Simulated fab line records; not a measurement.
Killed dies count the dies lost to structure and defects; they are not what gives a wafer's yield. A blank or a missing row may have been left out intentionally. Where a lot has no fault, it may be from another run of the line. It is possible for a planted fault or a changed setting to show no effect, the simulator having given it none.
Chamber matching || flow n5 finfet || N5_BEOL_M5_VIA_ETCH_34 on rie diel-05 has 4 sister chambers
The step etches SiCOH lowk in C4F6/O2, target depth 88.3 nm, time 39.2 s. 8 wafers are shown with their chamber, then 9 later ones without.

EACH WAFER AND ITS CHAMBER
{"wafer": "L076.5", "chamber": 2, "rf vpp V (V)": 625, "drypump motor current A (A)": 5.7}
{"wafer": "L082.3", "chamber": 3, "rf vpp V (V)": 679, "drypump motor current A (A)": 6.1}
{"wafer": "L082.6", "chamber": 0, "rf vpp V (V)": 705, "drypump motor current A (A)": 5.6}
{"wafer": "L084.1", "chamber": 2, "rf vpp V (V)": 626, "drypump motor current A (A)": 5.7}
{"wafer": "L084.4", "chamber": 3, "rf vpp V (V)": 676, "drypump motor current A (A)": 6.1}
{"wafer": "L088.2", "chamber": 1, "rf vpp V (V)": 656, "drypump motor current A (A)": 5.5}
{"wafer": "L088.4", "chamber": 0, "rf vpp V (V)": 707, "drypump motor current A (A)": 5.5}
{"wafer": "L088.6", "chamber": 1, "rf vpp V (V)": 657, "drypump motor current A (A)": 5.5}

WAFERS MISSING THEIR CHAMBER
{"wafer": "L091.3", "rf vpp V (V)": 678, "drypump motor current A (A)": 6.1}
{"wafer": "L091.4", "rf vpp V (V)": 658, "drypump motor current A (A)": 5.5}
{"wafer": "L091.6", "rf vpp V (V)": 706, "drypump motor current A (A)": 5.5}
{"wafer": "L093.4", "rf vpp V (V)": 627, "drypump motor current A (A)": 5.7}
{"wafer": "L093.5", "rf vpp V (V)": 656, "drypump motor current A (A)": 5.5}
{"wafer": "L093.6", "rf vpp V (V)": 705, "drypump motor current A (A)": 5.5}
{"wafer": "L096.2", "rf vpp V (V)": 676, "drypump motor current A (A)": 6.1}
{"wafer": "L096.4", "rf vpp V (V)": 704, "drypump motor current A (A)": 5.5}
{"wafer": "L096.5", "rf vpp V (V)": 626, "drypump motor current A (A)": 5.7}

WHICH CHAMBER EACH WENT THROUGH
{"wafer": "L091.3", "from the rows above": 3, "in truth": 3}
{"wafer": "L091.4", "from the rows above": 1, "in truth": 1}
{"wafer": "L091.6", "from the rows above": 0, "in truth": 0}
{"wafer": "L093.4", "from the rows above": 2, "in truth": 2}
{"wafer": "L093.5", "from the rows above": 1, "in truth": 1}
{"wafer": "L093.6", "from the rows above": 0, "in truth": 0}
{"wafer": "L096.2", "from the rows above": 3, "in truth": 3}
{"wafer": "L096.4", "from the rows above": 0, "in truth": 0}
{"wafer": "L096.5", "from the rows above": 2, "in truth": 2}
9 of 9 placed correctly. Can't be placed from these rows: 0. 0 placed wrongly.
How it was worked out, from the rows above alone: a wafer's distance from a chamber is the root of the sum, over the readings, of the square of ((its reading less the chamber's mean) divided by the reading's scatter). The wafer belongs to the nearest chamber; if the next one is less than 2 further off, it can't be placed. A chamber's mean is the mean of its shown wafers. The scatter is the square root of a quotient: the sum, over the shown wafers, of each reading's squared deviation from its chamber's mean, divided by wafers minus chambers.
